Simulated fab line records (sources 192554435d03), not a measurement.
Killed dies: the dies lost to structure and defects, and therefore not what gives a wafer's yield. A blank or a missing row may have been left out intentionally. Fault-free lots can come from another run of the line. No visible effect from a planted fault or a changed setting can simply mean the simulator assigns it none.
Chamber matching :: flow n5 finfet :: 4 sister chambers for N5_MOL_CONTACT_COAG_ALD_133 on ald sin-04
The step deposits SiO2, target thk 5 nm, pulse time 1 s, co reactant pulse time 1 s. 7 wafers are shown with their chamber, then 8 later ones without.

== WAFERS PAIRED WITH THEIR CHAMBERS ==
wafer: L079.4
chamber: 3
heater power w (W): 81
precursor pulse height rel: 0.992

wafer: L083.2
chamber: 3
heater power w (W): 82
precursor pulse height rel: 1.006

wafer: L083.3
chamber: 1
heater power w (W): 73
precursor pulse height rel: 1.039

wafer: L084.2
chamber: 2
heater power w (W): 70
precursor pulse height rel: 0.994

wafer: L084.3
chamber: 0
heater power w (W): 73
precursor pulse height rel: 1.023

wafer: L084.6
chamber: 2
heater power w (W): 71
precursor pulse height rel: 1.047

wafer: L085.1
chamber: 0
heater power w (W): 72
precursor pulse height rel: 1.031

== WAFERS MISSING THEIR CHAMBER ==
wafer: L085.4
heater power w (W): 76
precursor pulse height rel: 1.002

wafer: L085.5
heater power w (W): 70
precursor pulse height rel: 0.984

wafer: L086.4
heater power w (W): 71
precursor pulse height rel: 1.025

wafer: L086.5
heater power w (W): 76
precursor pulse height rel: 1.008

wafer: L086.6
heater power w (W): 71
precursor pulse height rel: 0.971

wafer: L094.1
heater power w (W): 78
precursor pulse height rel: 1.025

wafer: L094.5
heater power w (W): 75
precursor pulse height rel: 1.003

wafer: L094.6
heater power w (W): 79
precursor pulse height rel: 1.013

== THE CHAMBER EACH PASSED THROUGH ==
wafer: L085.4
from the rows above: can't be placed: 1 or 0
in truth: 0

wafer: L085.5
from the rows above: 2
in truth: 2

wafer: L086.4
from the rows above: can't be placed: 2 or 0
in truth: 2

wafer: L086.5
from the rows above: can't be placed: 1 or 0
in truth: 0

wafer: L086.6
from the rows above: can't be placed: 2 or 0 or 1
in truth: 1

wafer: L094.1
from the rows above: 3
in truth: 3

wafer: L094.5
from the rows above: can't be placed: 1 or 0
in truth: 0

wafer: L094.6
from the rows above: 3
in truth: 3
3 of 8 placed correctly. Not placeable from these rows: 5 (in 5, the candidates include the true chamber). Number placed wrongly: 0.
How it was worked out, from the rows above alone: a wafer's distance from a chamber is the root of the sum, over the readings, of the square of ((its reading less the chamber's mean) divided by the reading's scatter). If the next closest chamber is less than 2 further off than the closest, the wafer can't be placed; otherwise it belongs to the closest. A chamber's mean is the mean of its shown wafers. The scatter is the square root of a quotient: the sum, over the shown wafers, of each reading's squared deviation from its chamber's mean, divided by wafers minus chambers.
